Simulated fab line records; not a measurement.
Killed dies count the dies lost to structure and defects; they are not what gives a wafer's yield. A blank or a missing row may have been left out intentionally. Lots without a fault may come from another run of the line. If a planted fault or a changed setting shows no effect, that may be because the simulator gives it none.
Which tool is to blame? | flow nand harc | 24 lots, 72 wafers sampled, at 2 steps of a route of 1302

== WHAT THE GAUGES READ, wafer by wafer ==
NHARC_A_SGD_CUT_CD_MEAS_09 targets a cd of 100 nm.
lot  | measured     | on        | cd nm (nm)
L074 | day 19 06:37 | cd sem-03 | 100.2 100.1 100.0
L076 | day 19 16:59 | cd sem-01 | 99.7 100.2 99.9
L075 | day 19 17:48 | cd sem-01 | 100.3 99.9 100.3
L077 | day 20 20:55 | cd sem-01 | 99.5 100.0 99.7
L079 | day 20 21:04 | cd sem-03 | 99.6 99.4 99.4
L078 | day 20 21:13 | cd sem-02 | 99.7 100.0 99.7
L080 | day 21 00:20 | cd sem-01 | 100.4 100.0 99.9
L081 | day 22 05:02 | cd sem-02 | 100.7 100.6 101.1
L082 | day 22 05:58 | cd sem-03 | 100.4 100.2 99.8
L083 | day 22 20:22 | cd sem-01 | 100.1 100.5 99.4
L085 | day 23 09:50 | cd sem-01 | 99.7 100.7 99.8
L084 | day 23 09:59 | cd sem-02 | 99.9 99.4 99.5
L086 | day 24 02:26 | cd sem-03 | 99.3 100.2 99.9
L087 | day 24 14:50 | cd sem-02 | 99.7 99.5 100.3
L088 | day 24 23:34 | cd sem-02 | 99.8 100.0 100.2
L089 | day 24 23:51 | cd sem-02 | 100.0 99.6 100.7
L090 | day 26 00:38 | cd sem-01 | 99.0 98.8 99.9
L091 | day 26 16:18 | cd sem-03 | 99.4 99.8 99.9
L092 | day 26 16:29 | cd sem-02 | 100.3 99.9 99.5
L093 | day 26 17:30 | cd sem-03 | 99.4 99.7 99.9
L094 | day 27 13:34 | cd sem-01 | 99.9 99.0 100.2
L095 | day 28 00:55 | cd sem-02 | 100.5 100.0 99.9
L097 | day 28 21:40 | cd sem-02 | 99.5 99.3 99.7
L096 | day 29 14:02 | cd sem-03 | 100.4 99.5 99.9

== WHICH TOOL RAN EACH LOT (tool, then ch and the chambers of the sampled wafers, then the start) ==
lot  | NHARC_A_STAIRCASE_DEP_471
L074 | pecvd-02 ch 0,1,2, day 19 05:25
L076 | pecvd-04 ch 0,1, day 19 15:44
L075 | pecvd-02 ch 0,1,2, day 19 16:31
L077 | pecvd-04 ch 0,1,2, day 20 19:30
L079 | pecvd-02 ch 0,2, day 20 19:34
L078 | pecvd-04 ch 0,1,2, day 20 19:41
L080 | pecvd-04 ch 0,1,2, day 20 22:55
L081 | pecvd-03 ch 1,2, day 22 03:37
L082 | pecvd-02 ch 0,1,2, day 22 04:22
L083 | pecvd-02 ch 0,2, day 22 18:59
L085 | pecvd-02 ch 0,1,2, day 23 08:26
L084 | pecvd-03 ch 0,1, day 23 08:29
L086 | pecvd-02 ch 0,2, day 24 01:04
L087 | pecvd-02 ch 0,1, day 24 13:26
L088 | pecvd-03 ch 0,2, day 24 22:13
L089 | pecvd-04 ch 1,2, day 24 22:26
L090 | pecvd-03 ch 1,2, day 25 23:20
L091 | pecvd-04 ch 1,2, day 26 14:55
L092 | pecvd-04 ch 0,1, day 26 15:04
L093 | pecvd-04 ch 0,1, day 26 16:14
L094 | pecvd-03 ch 0,1, day 27 12:15
L095 | pecvd-04 ch 0,1,2, day 27 23:32
L097 | pecvd-02 ch 0,1, day 28 20:14
L096 | pecvd-02 ch 0,1,2, day 29 12:22
- NHARC_A_STAIRCASE_DEP_471: deposits SiO2, target thk 100 nm.

== AS READ BY THE TOOLS THEMSELVES (means over the sampled wafers that have a number; for cases with no such wafer, the mark the record gives instead) ==
NHARC_A_STAIRCASE_DEP_471.
lot  | tool     | heater power w (W) | throttle valve pct (%)
L074 | pecvd-02 | 499                | 16.1
L076 | pecvd-04 | 536                | 16.2
L075 | pecvd-02 | 498                | 16.1
L077 | pecvd-04 | 675                | 16.4
L079 | pecvd-02 | 526                | 16.1
L078 | pecvd-04 | 626                | 16.3
L080 | pecvd-04 | 636                | 16.2
L081 | pecvd-03 | 655                | 16.7
L082 | pecvd-02 | 488                | 16.2
L083 | pecvd-02 | 504                | 16.6
L085 | pecvd-02 | 536                | 16.3
L084 | pecvd-03 | 605                | 16.5
L086 | pecvd-02 | 499                | 16.6
L087 | pecvd-02 | 509                | 16.6
L088 | pecvd-03 | 644                | 15.3
L089 | pecvd-04 | 638                | 16.2
L090 | pecvd-03 | 615                | 16.5
L091 | pecvd-04 | 736                | 17.2
L092 | pecvd-04 | 572                | 16.2
L093 | pecvd-04 | 505                | 15.9
L094 | pecvd-03 | 555                | 16.0
L095 | pecvd-04 | 637                | 16.3
L097 | pecvd-02 | 446                | 16.3
L096 | pecvd-02 | 494                | 16.0

== THE ANSWER, worked out from the rows above alone ==
Rule: what is usual is taken from the lots themselves. The widest of any qualifying gaps counts: lots, ordered by their means at a reading, are off when they make up no more than a third of the lots, leave a main group of 4 or more, and stand apart from it by 3 or more times the standard deviation of that group's means. A main group is skipped when, at the precision printed for the reading in the tables above, its means are all equal. A lot without any number at a reading at which 4 lots or more have one is off too. The other lots that the step has rows for count as sound. The gauges are gone through in route order, then the tools' own readings, and for those a lot's mean is taken as printed above. At the first step where some lot is off, the reading lying furthest off is the one used; lots without a number count as furthest.
None of the lots is off at any reading shown; this tells nothing.

== WHAT HAD BEEN PUT IN BY THE SIMULATOR ==
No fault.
